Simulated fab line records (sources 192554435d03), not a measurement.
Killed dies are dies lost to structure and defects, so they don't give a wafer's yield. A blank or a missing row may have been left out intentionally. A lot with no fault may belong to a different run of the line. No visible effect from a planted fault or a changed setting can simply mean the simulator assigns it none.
fab line records	flow n5Finfet
[record] lots = 6	wafers = 18	lastDay = 19
route steps=1938 shown FIN_SAQP@91 PASSIVATION@1936
lots untouched by any fault: they come from a run of this same line in which no faults occurred
startH: hours from the record's first day to the start of the lot's first wafer shown	waitH: hours elapsed since this lot's preceding step	" identical to the entry in the row above	L1.1+2: a row that stands for several wafers	- value missing, or start not given	* or withheld: withheld	< > ~ a bound
route shown NAME@n: names a module that has steps shown in the file, with the first one's number in the route	usual: mean/standard deviation of fault-free wafers	same: alike in all rows	chamber/n: place in a boat	sites: readings site by site	_std_site: their standard deviation	_edge_site: the outer-site mean with the inner-site mean subtracted	radiusMm: how far each site lies from the wafer's centre	mask NAME#n: copy n	behind: the tool/chamber that last shaped the wafer	hold: the reason the lot was held/the length of the hold in hours/how it ended	device: which transistor (n, p or np) failed to switch	end of line: the tests these same wafers got at the end of their route	a step without rows: its recipe alone	killed: not the wafer's yield, but the dies lost to structure and defects at the first sort	map: the dies of a wafer, with x for killed, . for not killed, _ for no die there
set.NAME: the setting that was run; set.NAME@STEP: the one run at that earlier step	model.NAME: the simulator's own value behind a step, which no gauge read
lots at some steps of the route; a table a step, a row a wafer
services: from which hour (startH, from the record's first day; less than 0 if before it) a tool's chamber was out of use, for how many hours, and why
[[steps]]
[step N5_FIN_SAQP_PRECLEAN_00]
[recipe] chemistry = SC1	timeS = 60	tempC = 55	mix = 1:2:50
[step N5_FIN_SAQP_PRECLEAN_44]
[recipe] chemistry = SC2	timeS = 45	tempC = 35	mix = 1:1:50
[step N5_FIN_SAQP_SRD_01]
[recipe] dry = ipaMarangoni	timeS = 30	tempC = 23	rinseLiquid = diw
[step N5_FIN_SAQP_ALD_61]
[recipe] material = SiO2	targetThkA = 40	tempC = 300	aldPrecursorFamily = BDEAS	aldCoReactant = O2-plasma	pulseTimeS = 1	purgeTimeS = 2	coReactantPurgeTimeS = 2	aldCycles = 43	pressureTorr = 2
[step N5_FIN_SAQP_DENSIFY_62]
[recipe] tempC = 700	timeS = 60	ambient = N2	idleTempC = 600	rampUpCPerS = 150	rampDownCPerS = 60	coolToC = 600
[usual] lampPowerPct = 9.85/0.054	wafer_temp_C_max = 703.3/0.59
lot.wafer	tool	chamber	startH	waitH	lampPowerPct	wafer_temp_C_max
L354.2	rtpAnneal-01	0	21.47	0.1	9.89	703.4
L354.4	"	0	"	"	9.97	703.7
L354.6	"	0	"	"	9.86	703.0
L361.1	rtpAnneal-02	0	62.41	0.1	9.80	704.0
L361.3	"	0	"	"	9.74	703.5
L361.5	"	0	"	"	9.78	704.0
L364.1	rtpAnneal-01	0	82.09	0.2	9.82	703.7
L364.3	"	0	"	"	9.85	703.4
L364.6	"	0	"	"	9.82	703.7
L370.2	rtpAnneal-01	0	116.71	0.2	9.78	703.0
L370.3	"	0	"	"	9.75	704.1
L370.5	"	0	"	"	9.80	702.8
L373.1	rtpAnneal-02	0	135.54	0.1	9.88	704.1
L373.3	"	0	"	"	9.90	703.0
L373.5	"	0	"	"	9.82	703.3
L376.2	rtpAnneal-02	0	153.16	0.1	9.87	703.3
L376.5	"	0	"	"	9.76	703.1
L376.6	"	0	"	"	9.81	702.4
[step N5_FIN_SAQP_HM_DEP_03]
[recipe] material = SiNx	targetThkA = 380	tempC = 400	precursor = SiH4/NH3/N2	pressureTorr = 1.5	rfW = 300	timeS = 33.6
[usual] heaterPowerW = 736/64	showerheadPlenumPTorr = 5.14/0.074	throttleValvePct = 40.2/2.2
lot.wafer	tool	chamber	startH	waitH	heaterPowerW	showerheadPlenumPTorr	throttleValvePct
L354.2	pecvd-01	2	21.65	0.2	648	5.20	42.5
L354.4	"	2	"	"	670	5.21	42.9
L354.6	"	2	"	"	646	5.20	42.5
L361.1	pecvd-02	2	62.62	0.2	707	5.02	37.6
L361.3	"	0	"	"	715	5.20	41.6
L361.5	"	2	"	"	701	5.02	37.8
L364.1	pecvd-02	1	82.30	0.2	827	5.06	43.3
L364.3	"	1	"	"	861	5.07	43.2
L364.6	"	0	"	"	666	5.20	41.8
L370.2	pecvd-01	1	116.89	0.2	711	5.11	37.2
L370.3	"	2	"	"	656	5.22	42.5
L370.5	"	1	"	"	725	5.10	37.1
L373.1	pecvd-01	0	135.76	0.2	715	5.21	38.6
L373.3	"	2	"	"	715	5.21	42.6
L373.5	"	1	"	"	668	5.12	37.0
L376.2	pecvd-01	0	153.35	0.2	676	5.21	38.8
L376.5	"	1	"	"	703	5.11	37.0
L376.6	"	2	"	"	675	5.21	42.4
[step N5_FIN_SAQP_THK_MEAS_05]
[usual] thkNm = 38.0/0.6
lot.wafer	tool	chamber	startH	waitH	thkNm
L354.2	filmMetro-01	-	21.77	0.1	37.3
L354.4	"	-	"	"	37.7
L354.6	"	-	"	"	38.3
L361.1	filmMetro-02	-	62.71	0.1	38.3
L361.3	"	-	"	"	38.3
L361.5	"	-	"	"	38.9
L364.1	filmMetro-02	-	82.42	0.1	37.5
L364.3	"	-	"	"	38.3
L364.6	"	-	"	"	38.9
L370.2	filmMetro-01	-	116.98	0.1	37.0
L370.3	"	-	"	"	37.2
L370.5	"	-	"	"	37.5
L373.1	filmMetro-02	-	135.84	0.1	37.4
L373.3	"	-	"	"	37.9
L373.5	"	-	"	"	38.2
L376.2	filmMetro-01	-	153.44	0.1	37.6
L376.5	"	-	"	"	37.8
L376.6	"	-	"	"	37.8
[step N5_FIN_SAQP_PECVD_47]
[recipe] material = a-Si	targetThkA = 450	tempC = 400	precursor = SiH4/He	pressureTorr = 3	rfW = 100	timeS = 36.3
[step N5_FIN_SAQP_PECVD_48]
[recipe] material = SiNx	targetThkA = 250	tempC = 400	precursor = SiH4/NH3/N2	pressureTorr = 1.5	rfW = 300	timeS = 22.1
[usual] heaterPowerW = 742/67	showerheadPlenumPTorr = 5.12/0.077	throttleValvePct = 40.0/2.1
lot.wafer	tool	chamber	startH	waitH	heaterPowerW	showerheadPlenumPTorr	throttleValvePct
L354.2	pecvd-04	2	21.85	0.0	782	4.98	36.9
L354.4	"	0	"	"	816	5.14	40.0
L354.6	"	1	"	"	672	5.16	41.7
L361.1	pecvd-04	1	62.79	0.0	715	5.16	41.4
L361.3	"	2	"	"	698	5.01	37.4
L361.5	"	2	"	"	697	5.00	37.6
L364.1	pecvd-01	1	82.50	0.0	726	5.11	37.0
L364.3	"	0	"	"	663	5.21	38.4
L364.6	"	1	"	"	724	5.10	37.0
L370.2	pecvd-04	2	117.06	0.0	656	4.99	37.4
L370.3	"	1	"	"	736	5.17	41.5
L370.5	"	1	"	"	743	5.16	41.4
L373.1	pecvd-04	0	135.92	0.0	796	5.14	40.3
L373.3	"	2	"	"	748	5.01	37.7
L373.5	"	0	"	"	827	5.15	40.1
L376.2	pecvd-04	2	153.51	0.0	793	5.00	37.8
L376.5	"	2	"	"	793	4.99	37.7
L376.6	"	0	"	"	834	5.15	40.3
[step N5_FIN_SAQP_PECVD_06]
[recipe] material = a-Si	targetThkA = 600	tempC = 400	precursor = SiH4/He	pressureTorr = 3	rfW = 100	timeS = 48.1
[usual] heaterPowerW = 819/66	showerheadPlenumPTorr = 5.66/0.058	throttleValvePct = 18.2/0.95
lot.wafer	tool	chamber	startH	waitH	heaterPowerW	showerheadPlenumPTorr	throttleValvePct
L354.2	pecvd-04	2	21.89	0.0	836	5.55	16.9
L354.4	"	0	"	"	914	5.66	18.3
L354.6	"	1	"	"	726	5.68	18.9
L361.1	pecvd-04	1	62.83	0.0	799	5.68	18.9
L361.3	"	2	"	"	800	5.55	17.0
L361.5	"	2	"	"	808	5.56	17.1
L364.1	pecvd-01	1	82.53	0.0	817	5.64	17.1
L364.3	"	0	"	"	833	5.71	17.5
L364.6	"	1	"	"	811	5.65	17.3
L370.2	pecvd-04	2	117.10	0.0	840	5.57	17.1
L370.3	"	1	"	"	821	5.68	19.0
L370.5	"	1	"	"	822	5.69	18.9
L373.1	pecvd-04	0	135.96	0.0	940	5.67	18.3
L373.3	"	2	"	"	853	5.57	16.9
L373.5	"	0	"	"	915	5.68	18.4
L376.2	pecvd-04	2	153.55	0.0	841	5.56	17.3
L376.5	"	2	"	"	831	5.56	17.3
L376.6	"	0	"	"	914	5.67	18.2
[step N5_FIN_SAQP_THK_MEAS_07]
[usual] thkNm = 59.9/0.83
lot.wafer	tool	chamber	startH	waitH	thkNm
L354.2	filmMetro-02	-	21.98	0.1	59.2
L354.4	"	-	"	"	60.0
L354.6	"	-	"	"	60.8
L361.1	filmMetro-01	-	62.91	0.1	59.5
L361.3	"	-	"	"	59.6
L361.5	"	-	"	"	60.7
L364.1	filmMetro-02	-	82.62	0.1	58.2
L364.3	"	-	"	"	58.6
L364.6	"	-	"	"	59.7
L370.2	filmMetro-02	-	117.19	0.1	59.5
L370.3	"	-	"	"	60.3
L370.5	"	-	"	"	60.7
L373.1	filmMetro-01	-	136.05	0.1	58.9
L373.3	"	-	"	"	58.9
L373.5	"	-	"	"	59.6
L376.2	filmMetro-01	-	153.64	0.1	60.0
L376.5	"	-	"	"	60.7
L376.6	"	-	"	"	59.9
[step N5_FIN_SAQP_HM_DEP_72]
[recipe] material = SiO2	targetThkA = 120	tempC = 400	precursor = SiH4/N2O	pressureTorr = 0.75	rfW = 275	timeS = 7.2
[step N5_FIN_SAQP_COAT_49]
[recipe] resist = SOC	tempC = 250	timeS = 60	spinRpm = 1500	resistThkNm = 100
[usual] spinSpeedRpm = 1499.8/0.89
lot.wafer	tool	chamber	startH	waitH	spinSpeedRpm	model.SOC_of_FIN_SAQP_COAT_49.thkNm
L354.2	lithoTrack-01	0	22.09	0.1	1500.0	100.4
L354.4	"	0	"	"	1500.1	100.7
L354.6	"	0	"	"	1500.1	100.8
L361.1	lithoTrack-01	0	63.03	0.1	1610.6	96.65
L361.3	"	0	"	"	1610.6	96.78
L361.5	"	0	"	"	1611.3	97.03
L364.1	lithoTrack-01	0	82.76	0.1	1609.9	96.66
L364.3	"	0	"	"	1609.4	96.89
L364.6	"	0	"	"	1609.4	96.36
L370.2	lithoTrack-04	0	117.30	0.1	1501.3	100.2
L370.3	"	0	"	"	1500.1	100.1
L370.5	"	0	"	"	1500.0	100.2
L373.1	lithoTrack-04	0	136.16	0.1	1499.5	100.2
L373.3	"	0	"	"	1498.4	99.89
L373.5	"	0	"	"	1499.5	99.94
L376.2	lithoTrack-04	0	153.76	0.1	1498.8	100.1
L376.5	"	0	"	"	1499.1	100
L376.6	"	0	"	"	1498.9	100.1
[step N5_FIN_SAQP_COAT_50]
[recipe] resist = SiARC	tempC = 220	timeS = 60	spinRpm = 1500	resistThkNm = 35
[step N5_FIN_SAQP_COAT_10]
[recipe] resist = CAR-ArF	spinRpm = 1500	resistThkNm = 90
[step N5_FIN_SAQP_EBR_12]
[recipe] solvent = PGMEA	ebrWidthMm = 1.5
[step N5_FIN_SAQP_SOFTBAKE_11]
[recipe] tempC = 110	timeS = 60	resist = CAR-ArF
[step N5_FIN_SAQP_EXPOSE_13]
[recipe] maskId = FIN_CORE	na = 1.35	sourceShape = dipole	sigmaInner = 0.538	sigmaOuter = 0.738	polarization = te	targetCdNm = 35.6	doseMj = 63.25
[step N5_FIN_SAQP_PEB_14]
[recipe] pebTempC = withheld	pebTimeS = 60	resist = CAR-ArF
[step N5_FIN_SAQP_DEVELOP_15]
[recipe] developTimeS = 30	developer = TMAH	resist = CAR-ArF	devTempC = 23	rinseLiquid = diw	dry = airSpin
[step N5_FIN_SAQP_CD_MEAS_16]
[recipe] targetCdNm = 35.6	landingEnergyEv = 500	detector = seInlens
[usual] cdNm = 35.5/0.39
lot.wafer	tool	chamber	startH	waitH	cdNm
L354.2	cdSem-01	0	22.46	-	34.8
L354.4	"	0	"	"	35.1
L354.6	"	0	"	"	35.1
L361.1	cdSem-02	0	63.27	-	35.5
L361.3	"	0	"	"	35.7
L361.5	"	0	"	"	35.4
L364.1	cdSem-03	0	83.13	-	35.4
L364.3	"	0	"	"	35.5
L364.6	"	0	"	"	36.3
L370.2	cdSem-03	0	117.55	-	35.6
L370.3	"	0	"	"	35.5
L370.5	"	0	"	"	35.8
L373.1	cdSem-01	0	136.41	-	34.8
L373.3	"	0	"	"	35.4
L373.5	"	0	"	"	35.4
L376.2	cdSem-02	0	154.13	-	35.5
L376.5	"	0	"	"	35.4
L376.6	"	0	"	"	35.3
[step N5_FIN_SAQP_OVL_MEAS_17]
[recipe] pointsPerWafer = 44
[usual] FIN_CORE_OVL = 0.4/0.84
lot.wafer	tool	chamber	startH	waitH	FIN_CORE_OVL[nm]
L354.2	overlay-01	0	22.50	0.0	-0.3
L354.4	"	0	"	"	-0.9
L354.6	"	0	"	"	-0.5
L361.1	overlay-01	0	63.31	0.0	1.8
L361.3	"	0	"	"	1.6
L361.5	"	0	"	"	0.2
L364.1	overlay-01	0	83.17	0.0	2.4
L364.3	"	0	"	"	2.9
L364.6	"	0	"	"	1.4
L370.2	overlay-02	0	117.59	0.0	0.5
L370.3	"	0	"	"	-0.4
L370.5	"	0	"	"	-0.9
L373.1	overlay-02	0	136.45	0.0	-0.6
L373.3	"	0	"	"	0.9
L373.5	"	0	"	"	0.8
L376.2	overlay-02	0	154.17	0.0	0.5
L376.5	"	0	"	"	0.0
L376.6	"	0	"	"	-1.1
[step N5_FIN_SAQP_INSPECT_18]
[recipe] mode = adi	inspectInstrument = brightfield
[usual] rawDefectCount = 401/97
lot.wafer	tool	chamber	startH	waitH	rawDefectCount
L354.2	defectInspect-01	-	22.52	0.0	405
L354.4	"	-	"	"	312
L354.6	"	-	"	"	528
L361.1	defectInspect-02	-	63.34	0.0	170
L361.3	"	-	"	"	429
L361.5	"	-	"	"	293
L364.1	defectInspect-02	-	83.20	0.0	356
L364.3	"	-	"	"	481
L364.6	"	-	"	"	349
L370.2	defectInspect-01	-	117.61	0.0	312
L370.3	"	-	"	"	293
L370.5	"	-	"	"	354
L373.1	defectInspect-02	-	136.47	0.0	405
L373.3	"	-	"	"	572
L373.5	"	-	"	"	409
L376.2	defectInspect-02	-	154.19	0.0	470
L376.5	"	-	"	"	596
L376.6	"	-	"	"	444
[step N5_FIN_SAQP_DESCUM_21]
[recipe] chemistry = O2	timeS = 7.9	sourcePowerW = 50	biasPowerW = 20	pressureMtorr = 20	rfFrequencyHz = 2.712e+07	tempC = 40	resist = CAR-ArF	o2FlowSccm = 225
[step N5_FIN_SAQP_ETCH_51]
[recipe] chemistry = CF4	target = SiARC	targetDepthA = 455	maskMaterial = CAR-ArF	timeS = 75.8	ionEnergyEv = 80	pressureMtorr = 40	sourceW = 545	biasW = 36	Ar_flow_sccm = 100	cf4FlowSccm = 100	ends = cleared
[step N5_FIN_SAQP_ETCH_52]
[recipe] chemistry = N2/H2	target = SOC	targetDepthA = 1000	overetchA = 200	maskMaterial = SiARC	tempC = 40	timeS = 150	ionEnergyEv = 200	pressureMtorr = 30	sourceW = 840	biasW = 150	n2FlowSccm = 200	h2FlowSccm = 200	ends = endPoint
[usual] drypumpMotorCurrentA = 5.7/0.37	oesProductAu = 0.70/0.087	rfVppV = 523/3.4	showerheadPlenumPTorr = 2.53/0.12	throttleValvePct = 17.90/0.26
lot.wafer	tool	chamber	startH	waitH	drypumpMotorCurrentA	oesProductAu	rfHoursCounterH	rfVppV	showerheadPlenumPTorr	throttleValvePct	model.etch.depthNm
L354.2	rieDiel-01	2	22.82	0.0	5.1	0.64	221	523	2.50	17.67	100.4
L354.4	"	0	"	"	5.6	0.63	-	523	2.52	18.12	100.7
L354.6	"	3	"	"	6.5	0.62	-	520	2.40	18.21	100.8
L361.1	rieDiel-03	1	63.46	0.0	5.5	0.84	8	528	2.74	17.91	96.65
L361.3	"	0	"	"	5.7	0.63	227	520	2.41	17.79	96.78
L361.5	"	3	"	"	6.4	0.65	-	523	2.52	17.43	97.03
L364.1	rieDiel-01	0	83.32	0.0	5.6	0.60	242	524	2.51	18.13	96.66
L364.3	"	1	"	"	5.8	0.83	19	522	2.51	17.76	96.89
L364.6	"	2	"	"	5.1	0.60	-	523	2.49	17.68	96.36
L370.2	rieDiel-05	2	117.73	0.0	5.7	0.79	30	528	2.68	17.56	100.2
L370.3	"	0	"	"	5.5	0.73	94	519	2.37	18.20	100.1
L370.5	"	0	"	"	5.5	0.73	-	518	2.37	18.21	100.2
L373.1	rieDiel-03	1	136.70	0.0	5.5	0.80	32	529	2.72	17.93	100.2
L373.3	"	2	"	"	5.7	0.63	214	520	2.43	18.13	99.89
L373.5	"	0	"	"	5.7	0.62	-	520	2.40	17.84	99.94
L376.2	rieDiel-05	3	154.38	0.0	5.5	0.62	231	526	2.63	18.06	100.1
L376.5	"	1	"	"	5.6	0.87	-	522	2.51	17.73	100
L376.6	"	0	"	"	5.5	0.71	-	520	2.37	18.22	100.1
[step N5_FIN_SAQP_STRIP_53]
[recipe] chemistry = N2/H2	tempC = 40	n2FlowSccm = 200	h2FlowSccm = 200	rfFrequencyHz = 6e+07
[step N5_FIN_SAQP_HM_OPEN_73]
[recipe] chemistry = CHF3/O2	target = SiO2	stopOn = a-Si	targetDepthA = 120	overEtchFrac = 1.8	maskMaterial = SOC	timeS = 16.8	pressureMtorr = 30	sourceW = 650	biasW = 170	Ar_flow_sccm = 200	CHF3_flow_sccm = 50	O2_flow_sccm = 5	ionEnergyEv = 200	ends = endPoint
[usual] drypumpMotorCurrentA = 5.7/0.37	oes_o_777_au = 0.78/0.1	oesProductAu = 0.47/0.059	rfVppV = 531/10	showerheadPlenumPTorr = 2.39/0.11	throttleValvePct = 18.89/0.25
lot.wafer	tool	chamber	startH	waitH	drypumpMotorCurrentA	oes_o_777_au	oesProductAu	rfHoursCounterH	rfVppV	showerheadPlenumPTorr	throttleValvePct
L354.2	rieDiel-01	2	22.93	0.0	5.1	0.68	0.42	221	544	2.37	18.81
L354.4	"	0	"	"	5.7	0.68	0.43	-	530	2.39	19.10
L354.6	"	3	"	"	6.5	0.71	0.42	-	531	2.31	19.45
L361.1	rieDiel-03	1	63.57	0.0	5.5	0.94	0.57	8	541	2.57	18.77
L361.3	"	0	"	"	5.6	0.70	0.43	227	528	2.28	18.71
L361.5	"	3	"	"	6.5	0.76	0.45	-	544	2.40	18.55
L364.1	rieDiel-01	0	83.43	0.0	5.6	0.66	0.41	242	529	2.38	19.14
L364.3	"	1	"	"	5.9	0.98	0.57	19	521	2.37	18.59
L364.6	"	2	"	"	5.1	0.68	0.43	-	543	2.36	18.82
L370.2	rieDiel-05	2	117.84	0.0	5.7	0.90	0.53	30	535	2.53	18.57
L370.3	"	0	"	"	5.5	0.82	0.48	94	513	2.23	19.05
L370.5	"	0	"	"	5.5	0.82	0.48	-	513	2.23	19.06
L373.1	rieDiel-03	1	136.81	0.0	5.4	0.88	0.54	32	541	2.56	18.81
L373.3	"	2	"	"	5.7	0.70	0.42	214	530	2.29	19.09
L373.5	"	0	"	"	5.6	0.68	0.42	-	528	2.27	18.72
L376.2	rieDiel-05	3	154.48	0.0	5.5	0.70	0.41	231	534	2.48	19.10
L376.5	"	1	"	"	5.6	0.95	0.59	-	516	2.38	18.71
L376.6	"	0	"	"	5.6	0.80	0.47	-	513	2.23	19.07
[step N5_FIN_SAQP_STRIP_74]
[recipe] chemistry = CHF3/O2	resist = SiARC	rfFrequencyHz = 6e+07
[step N5_FIN_SAQP_MANDREL_ETCH_22]
[recipe] targetDepthA = 600	chemistry = HBr/Cl2	target = a-Si	stopOn = SiNx	btTimeS = 10	overEtchFrac = 0.5	timeS = 30	pressureMtorr = 10	icpW = 800	biasW = 75	HBr_flow_sccm = 150	Cl2_flow_sccm = 80	ends = endPoint
[usual] HBr_flow_sccm = 150.0/0.45	drypumpMotorCurrentA = 5.8/0.44	mfcCl2Sccm = 80.01/0.23	oesProductAu = 0.764/0.013	throttleValvePct = 35.4/0.33
[same] btTimeS = 10
lot.wafer	tool	chamber	startH	waitH	HBr_flow_sccm	drypumpMotorCurrentA	mfcCl2Sccm	oesProductAu	rfHoursCounterH	throttleValvePct	model.SOC_of_FIN_SAQP_COAT_49.thkNm
L354.2	rieSi-02	0	23.02	0.0	149.8	5.3	79.60	0.785	70	35.7	76.3
L354.4	"	2	"	"	150.4	5.9	79.71	0.748	101	35.7	76.71
L354.6	"	2	"	"	150.0	5.9	80.20	0.752	-	35.7	76.74
L361.1	rieSi-01	0	63.65	0.0	150.3	5.9	80.04	0.770	169	35.4	73.37
L361.3	"	3	"	"	150.0	5.8	80.18	0.747	76	34.9	73.95
L361.5	"	3	"	"	149.5	5.8	79.96	0.757	-	34.9	73.85
L364.1	rieSi-02	2	83.51	0.0	150.0	5.9	79.94	0.731	102	35.8	72.5
L364.3	"	0	"	"	150.5	5.4	79.99	0.771	71	35.7	72.76
L364.6	"	1	"	"	150.1	6.4	79.86	0.774	-	35.7	72.07
L370.2	rieSi-02	3	117.93	0.0	149.5	5.5	80.04	0.756	176	35.6	76.46
L370.3	"	0	"	"	149.9	5.4	80.04	0.788	72	35.7	75.74
L370.5	"	2	"	"	148.9	5.8	80.35	0.756	-	35.8	76.11
L373.1	rieSi-02	3	136.89	0.0	149.8	5.6	79.84	0.751	176	35.7	76.54
L373.3	"	2	"	"	150.3	5.8	79.79	0.744	103	35.8	75.88
L373.5	"	3	"	"	149.8	5.6	79.90	0.753	-	35.6	76.22
L376.2	rieSi-01	2	154.57	0.0	149.7	5.9	80.15	0.762	189	35.3	75.8
L376.5	"	2	"	"	149.9	5.9	80.38	0.774	-	35.3	75.6
L376.6	"	1	"	"	149.0	6.3	79.93	0.756	-	35.0	75.72
[step N5_FIN_SAQP_STRIP_55]
[recipe] chemistry = N2/H2	powerW = 500	tempC = 40	pressureMtorr = 50	rfFrequencyHz = 6e+07	overashFraction = 0.3	biasPowerW = 28	h2Frac = 0.5	n2FlowSccm = 300	h2FlowSccm = 300
[step N5_PASSIVATION_PROBE_49]
[usual] killed_at_M0_to_M3 = 33/11	killed_at_M4_up = 14/5	killedAtContacts = 11/7.3	killedAtFrontEnd = 43/12	killedAtOther = 4/3.1	killedDies = 106/17	killedOpen = 69/13	killedShort = 34/8.7
[same] grossDies = 1180	killedAtBackSide = 0
lot.wafer	tool	chamber	startH	waitH	killed_at_M0_to_M3	killed_at_M4_up	killedAtContacts	killedAtFrontEnd	killedAtOther	killedDies	killedOpen	killedShort
L354.2	prober-01	-	326.52	0.1	18	10	16	36	4	84	60	24
L354.4	prober-01	-	326.62	0.2	20	10	8	43	4	85	54	31
L354.6	prober-01	-	326.72	0.3	22	18	4	66	6	116	73	40
L361.1	prober-02	-	346.06	0.0	32	11	18	37	2	100	68	31
L361.3	prober-02	-	346.16	0.1	41	12	20	30	2	105	62	39
L361.5	prober-02	-	346.26	0.2	50	6	9	39	11	115	65	46
L364.1	prober-02	-	377.70	0.0	30	14	9	41	10	104	70	33
L364.3	prober-02	-	377.80	0.1	34	10	8	41	4	97	61	34
L364.6	prober-02	-	377.95	0.3	57	8	10	42	1	118	80	31
L370.2	prober-01	-	403.94	0.1	32	9	10	40	1	92	60	29
L370.3	prober-01	-	403.99	0.1	27	9	14	26	5	81	52	22
L370.5	prober-01	-	404.09	0.2	20	14	1	39	5	79	47	25
// killed by level:class
L354.2 MOL_CONTACT_COAG:geometricParticle:open=13 STI_FIN_REVEAL:geometricParticle:open=10 FIN_SAQP:geometricParticle:open=9 BEOL_M1:geometricParticle:short=5 STI_FIN_REVEAL:geometricParticle:short=5 BEOL_M3:geometricParticle:open=5 FIN_SAQP:geometricParticle:short=4 DUMMY_GATE:geometricParticle:open=4
L354.4 FIN_SAQP:geometricParticle:short=14 STI_FIN_REVEAL:geometricParticle:open=14 MOL_CONTACT_COAG:geometricParticle:open=8 FIN_SAQP:geometricParticle:open=5 STI_FIN_REVEAL:geometricParticle:short=5 BEOL_M1:geometricParticle:open=5 BEOL_M4:geometricParticle:open=5 BEOL_M3:geometricParticle:open=4
L354.6 STI_FIN_REVEAL:geometricParticle:open=18 FIN_SAQP:geometricParticle:open=15 FIN_SAQP:geometricParticle:short=12 BEOL_M0_SAQP:geometricParticle:open=7 BEOL_M4:geometricParticle:open=7 GATE_CUT:geometricParticle:short=6 BEOL_M0_SAQP:geometricParticle:short=5 BEOL_M1:geometricParticle:short=5
L361.1 MOL_CONTACT_COAG:geometricParticle:open=11 STI_FIN_REVEAL:geometricParticle:open=11 FIN_SAQP:geometricParticle:open=7 BEOL_M4:geometricParticle:open=7 MOL_CONTACT_COAG:geometricParticle:short=7 BEOL_M0_SAQP:geometricParticle:short=7 BEOL_M0_SAQP:geometricParticle:open=6 GATE_CUT:geometricParticle:short=5
L361.3 MOL_CONTACT_COAG:geometricParticle:open=16 BEOL_M0_SAQP:geometricParticle:short=10 FIN_SAQP:geometricParticle:short=9 BEOL_M2:geometricParticle:open=8 BEOL_M0_SAQP:geometricParticle:open=7 FIN_SAQP:geometricParticle:open=5 BEOL_M1:geometricParticle:open=5 MOL_CONTACT_COAG:geometricParticle:short=4
L361.5 BEOL_M0_SAQP:geometricParticle:open=15 BEOL_M0_SAQP:geometricParticle:short=14 STI_FIN_REVEAL:geometricParticle:open=9 BEOL_M3:geometricParticle:open=8 MOL_CONTACT_COAG:geometricParticle:open=5 BEOL_M1:geometricParticle:open=5 FIN_SAQP:geometricParticle:short=4 FIN_SAQP:geometricParticle:open=4
L364.1 MOL_CONTACT_COAG:geometricParticle:open=8 STI_FIN_REVEAL:geometricParticle:open=7 BEOL_M0_SAQP:geometricParticle:open=7 BEOL_M3:geometricParticle:open=7 FIN_SAQP:geometricParticle:short=6 BEOL_M1:geometricParticle:open=5 DUMMY_GATE:geometricParticle:open=5 BEOL_M2:geometricParticle:open=5
L364.3 STI_FIN_REVEAL:geometricParticle:open=16 BEOL_M0_SAQP:geometricParticle:short=12 DUMMY_GATE:geometricParticle:open=7 MOL_CONTACT_COAG:geometricParticle:open=6 BEOL_M2:geometricParticle:open=6 BEOL_M3:geometricParticle:open=6 BEOL_M1:geometricParticle:open=5 DUMMY_GATE:geometricParticle:short=4
L364.6 BEOL_M0_SAQP:geometricParticle:open=13 BEOL_M2:geometricParticle:open=13 STI_FIN_REVEAL:geometricParticle:open=8 DUMMY_GATE:geometricParticle:open=8 BEOL_M1:geometricParticle:open=7 BEOL_M0_SAQP:geometricParticle:short=7 BEOL_M3:geometricParticle:open=7 MOL_CONTACT_COAG:geometricParticle:open=6
L370.2 STI_FIN_REVEAL:geometricParticle:open=11 MOL_CONTACT_COAG:geometricParticle:open=9 BEOL_M0_SAQP:geometricParticle:open=9 BEOL_M0_SAQP:geometricParticle:short=6 BEOL_M2:geometricParticle:open=5 STARTING-WAFER:geometricParticle:short=5 STI_FIN_REVEAL:geometricParticle:short=4 BEOL_M3:geometricParticle:open=4
L370.3 MOL_CONTACT_COAG:geometricParticle:open=8 BEOL_M1:geometricParticle:open=8 BEOL_M3:geometricParticle:open=7 MOL_CONTACT_COAG:geometricParticle:short=4 BEOL_M0_SAQP:geometricParticle:open=4 BEOL_M2:geometricParticle:open=4 STI_FIN_REVEAL:geometricParticle:open=3 BEOL_M4:geometricParticle:open=3
L370.5 STI_FIN_REVEAL:geometricParticle:open=7 BEOL_M0_SAQP:geometricParticle:open=7 DUMMY_GATE:geometricParticle:open=6 HKMG_FIN:areaEtch=6 BEOL_M4:geometricParticle:open=5 GATE_CUT:geometricParticle:short=4 BEOL_M3:geometricParticle:short=4 BEOL_M5:geometricParticle:open=4
[[services]]
tool	chamber	startH	hours	kind
pecvd-04	0	0.99	7.4	repair
rieDiel-05	2	4.88	-	clean
rieDiel-05	2	4.88	-	consumableReplace:focusRing
rieDiel-05	2	4.88	-	consumableReplace:showerhead
rieDiel-05	2	4.88	17.5	scheduledDown
rieDiel-05	2	4.88	17.5	ventCycle
rieDiel-01	1	6.89	-	clean
rieDiel-01	1	6.89	-	consumableReplace:focusRing
rieDiel-01	1	6.89	21.5	scheduledDown
rieDiel-01	1	6.89	21.5	ventCycle
pecvd-01	0	8.81	16.5	scheduledDown
pecvd-04	1	19.33	2.1	scheduledDown
rieDiel-05	-	44.27	2.8	pm
rieDiel-03	2	54.26	1.3	repair
rieDiel-01	2	61.20	4.2	repair
pecvd-01	2	62.09	2.1	scheduledDown
pecvd-02	-	65.16	0.7	repair
pecvd-04	1	75.64	5.5	scheduledDown
pecvd-02	2	82.04	24.3	repair
pecvd-01	1	90.08	2.1	scheduledDown
rieSi-01	-	102.54	0.1	repair
rieSi-01	-	118.19	2.1	repair
rieSi-01	2	139.50	6.2	repair
rieSi-01	3	154.02	22.7	repair
[[key]]
[firstSign] step = N5_FIN_SAQP_COAT_49	reading = spinSpeedRpm	direction = up	sigmas = 99+	usual = *	struck = *
effect none on later readings
[modelEffect] step = N5_FIN_SAQP_COAT_49	value = SOC_of_FIN_SAQP_COAT_49.thkNm	without = 100.3	struck = 96.73
[modelEffect] step = N5_FIN_SAQP_ETCH_52	value = etch.depthNm	without = 100.3	struck = 96.73
[modelEffect] step = N5_FIN_SAQP_MANDREL_ETCH_22	value = SOC_of_FIN_SAQP_COAT_49.thkNm	without = 76.63	struck = 73.08
metAt N5_FIN_SAQP_COAT_49
struckWafers L361.1,L361.3,L361.5,L364.1,L364.3,L364.6
testerLeftOut L361,L364
onsetBetween 22.09 63.03
[earlierFault] kind = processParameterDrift	tool = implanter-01	chamber = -	onsetH = 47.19	steps = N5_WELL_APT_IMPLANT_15	channel = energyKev	offset = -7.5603	shape = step	actsIn = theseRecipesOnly	stated = 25
[fault] kind = processParameterDrift	tool = lithoTrack-01	chamber = -	onsetH = 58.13	steps = N5_FIN_SAQP_COAT_49	channel = spinRpm	offset = *	shape = step	actsIn = *	stated = *
// testerLeftOut: of these lots the tester's yield and bins aren't shown, on N5 and GAA mostly nor the transistor test; their killed dies are dies lost to structure and defects alone, not to doping, threshold or leakage, so they don't give the yield
